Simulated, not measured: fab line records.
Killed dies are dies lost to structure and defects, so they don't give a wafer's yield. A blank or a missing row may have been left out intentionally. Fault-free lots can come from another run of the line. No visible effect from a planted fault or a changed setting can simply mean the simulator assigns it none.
Lot-split experiment | flow n5 finfet | 21 wafers read across 7 lots, on a route 1938 steps long

ABOUT THE SPLIT
At N5_BEOL_M15_CMP_49 (polishes, stops on SiO2, t overpolish 4.9 s, target thk 850 nm), the setting down force psi was moved away from the recipe's 2 psi on 6 of the 21 wafers read, by -20.8% to +20.8%. The other wafers ran this setting at the recipe's value.

The reading is taken at the split's own step.

THE READING
barrier field endpoint s, in s, at N5_BEOL_M15_CMP_49 (polishes, stops on SiO2, t overpolish 4.9 s, target thk 850 nm). Typical for fault-free wafers on this fab line: 11.39 s, with standard deviation 0.28 s.

wafer  | tool, chamber at the split | down force psi as run, psi | against the recipe | barrier field endpoint s, s | against lot-mates on the recipe
L076.1 | cmp-03, 3                  | 2                          | recipe             | 11.78                       | -
L076.2 | cmp-03, 0                  | 2                          | recipe             | 11.46                       | -
L076.6 | cmp-03, 2                  | 2                          | recipe             | 11.47                       | -
L078.1 | cmp-03, 1                  | 2                          | recipe             | 11.72                       | -
L078.4 | cmp-03, 3                  | 2                          | recipe             | 11.38                       | -
L078.5 | cmp-03, 0                  | 2.415                      | +20.8%             | 9.42                        | -2.13
L081.4 | cmp-03, 2                  | 2                          | recipe             | 11.21                       | -
L081.3 | cmp-03, 0                  | 2.185                      | +9.3%              | 10.33                       | -0.88
L081.6 | cmp-03, 3                  | 2.185                      | +9.3%              | 10.29                       | -0.92
L085.2 | cmp-02, 3                  | 2.306                      | +15.3%             | 9.93                        | -1.51
L085.6 | cmp-02, 1                  | 2                          | recipe             | 11.41                       | -
L085.5 | cmp-02, 2                  | 2                          | recipe             | 11.47                       | -
L084.1 | cmp-03, 1                  | 2                          | recipe             | 11.52                       | -
L084.4 | cmp-03, 3                  | 2                          | recipe             | 11.88                       | -
L084.6 | cmp-03, 0                  | 1.584                      | -20.8%             | 14.80                       | +3.10
L088.1 | cmp-02, 2                  | 1.769                      | -11.6%             | 12.88                       | +1.49
L088.6 | cmp-02, 0                  | 2                          | recipe             | 11.46                       | -
L088.5 | cmp-02, 1                  | 2                          | recipe             | 11.32                       | -
L090.1 | cmp-04, 1                  | 2                          | recipe             | 11.27                       | -
L090.2 | cmp-04, 2                  | 2                          | recipe             | 11.62                       | -
L090.5 | cmp-04, 3                  | 2                          | recipe             | 11.15                       | -

FIT RESULTS
A straight line over all 21 wafers: barrier field endpoint s changes by -0.125 s for each +1% of down force psi; r = -0.97; the points scatter about the line by 0.27 s.
The same after taking each lot's own level away (the mean of its wafers on the recipe; 21 wafers): -0.12 s for each +1%; r = -0.98; scatter 0.21 s.
Per that fit: largest down force psi move, reading shift of 2.5 s.
The lots' own levels span 11.210 to 11.700 s, that is 1.7 times the standard deviation above.
So the lot-to-lot level changes the slope little: the two slopes agree.
Check: +2.23 s against its lot-mates is what the line predicts for one of the wafers moved furthest among these (-20.8%) when that wafer is left out of the fit. Against them it came out at +3.1 s.
Tool readings at the split's step, against how far the setting was moved: barrier field endpoint s r = -0.97.

THE OTHER SPLITS THESE WAFERS WENT THROUGH
Other splits were also applied to these wafers ahead of the reading. Each is held against what the fit with the lots' levels taken away leaves over:
other split on the same wafers      | wafers away from the commonest value | r with barrier field endpoint s (lot level and that fit taken away)
N5_BEOL_M14_EXPOSE_07 dose mj       | 4                                    | -0.09
N5_BEOL_M15_EXPOSE_07 dose mj       | 7                                    | +0.36
N5_BEOL_M15_STRIP_63 pressure mtorr | 15                                   | -0.05

THE FILE'S OWN FIT
barrier field endpoint s changes by -0.12 s for each +1% of down force psi, r = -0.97.
